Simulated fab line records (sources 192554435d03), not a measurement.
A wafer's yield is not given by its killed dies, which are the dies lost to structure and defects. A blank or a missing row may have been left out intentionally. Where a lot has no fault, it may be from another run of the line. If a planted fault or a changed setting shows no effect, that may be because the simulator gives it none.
Problem report, 8D (eight disciplines) form, completed by code + flow n5Finfet + the parts of the form that need people (team, actions taken, sign-off) are left out

1. THE ISSUE
VT_N_LONG at N5_BEOL_M4_RC_MEAS_101 reads a mean of 287.9 mV on 2 wafers of 2 lots; wafers without a fault read 275.1 mV with a standard deviation of 2.2. Relative to the usual mean, that is a shift of +5.8 standard deviations.
Seen first at day 10 16:18 on prober-01, wafer L217.1. Wafers with a number at this step in the record: 12, from 4 lots. By rule, "out" or "out of limits" means more than 4 standard deviations away from the usual mean. All remaining wafers that have a number are taken as sound.

2. WHAT IT IS, AND WHAT IT ISN'T
| question                    | is                | is not                                                                   |
|-----------------------------|-------------------|--------------------------------------------------------------------------|
| which readings at this step | VT_N_LONG         | DIBL_N, DIBL_P, IOFF_P, ION_P, SS_N, SS_P, VT_P                          |
| which lots                  | L217, L219        | L209, L224                                                               |
| which wafers of those lots  | L217.1, L219.6    | L217.4, L217.6, L219.2, L219.5                                           |
| read on which gauges        | prober-01         | prober-02                                                                |
| when                        | from day 10 16:18 | up to then (5 sound wafers); but 5 sound wafers of L219, L224 came after |

3. SUSPECTS, AND WHAT RULES EACH OUT
Counting: any tool at a process step up to the reading remains a suspect provided it ran every lot that is out. Sound lots after the first of them don't rule it out here, since some wafers of a struck lot are sound.
- the gauge at N5_BEOL_M4_RC_MEAS_101: kept. All the wafers that are out were read on prober-01, and no step on other tools shows them out.
- wetBench-02 at N5_HKMG_FIN_WET_ETCH_18 (etches TiN in SC1, time 55 s, target depth 5.2 nm, rinse time 30 s): kept. It ran every lot that is out, first L217 (day 6 16:31); its last sound lot up to then is L209 (day 4 23:58).
Remaining after the count are wetBench-02 at N5_HKMG_FIN_WET_ETCH_18 and prober-01 at N5_BEOL_M4_RC_MEAS_101.

4. THE CAUSE (what the simulator had put in)
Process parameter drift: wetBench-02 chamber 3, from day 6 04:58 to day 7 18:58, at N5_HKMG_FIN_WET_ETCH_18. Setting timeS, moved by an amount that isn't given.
This tool is one of the 2 suspects left after counting.

5. SEQUENCE OF EFFECTS, ordered by route
Each row: a reading whose mean over the struck wafers that have a number lies more than 3 standard deviations from the usual. Only readings for which the record gives a usual standard deviation are gone through. hours: the time from each lot's start at the first step in this table that gives one to its start at this step, as a median over the lots. sigmas: the change in usual standard deviations.
| hours | step                   | reading     | usual          | on struck wafers | change    | sigmas |
|-------|------------------------|-------------|----------------|------------------|-----------|--------|
| 0     | N5_BEOL_M4_RC_MEAS_101 | IOFF_N_LONG | 5.53e-05 nA/um | 4.38e-05         | -1.15e-05 | -4.6   |
| 0     | N5_BEOL_M4_RC_MEAS_101 | VT_N        | 250 mV         | 262              | +12       | +3.8   |
| 0     | N5_BEOL_M4_RC_MEAS_101 | VT_N_LONG   | 275.1 mV       | 287.9            | +12.8     | +5.8   |
| 0     | N5_BEOL_M4_RC_MEAS_101 | VT_N_LVT    | 97 mV          | 107              | +10       | +3.0   |

6. WHAT WOULD HAVE CAUGHT IT SOONER
107 hours passed between the start of the fault at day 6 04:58 and the first reading out of limits at a measuring or inspecting step in this record, taken at day 10 16:18.
By day 10 16:18 the whole set of lots that are out, 2 in number, had already begun N5_HKMG_FIN_WET_ETCH_18 on wetBench-02. None of them would have been spared by holding the tool at that moment.
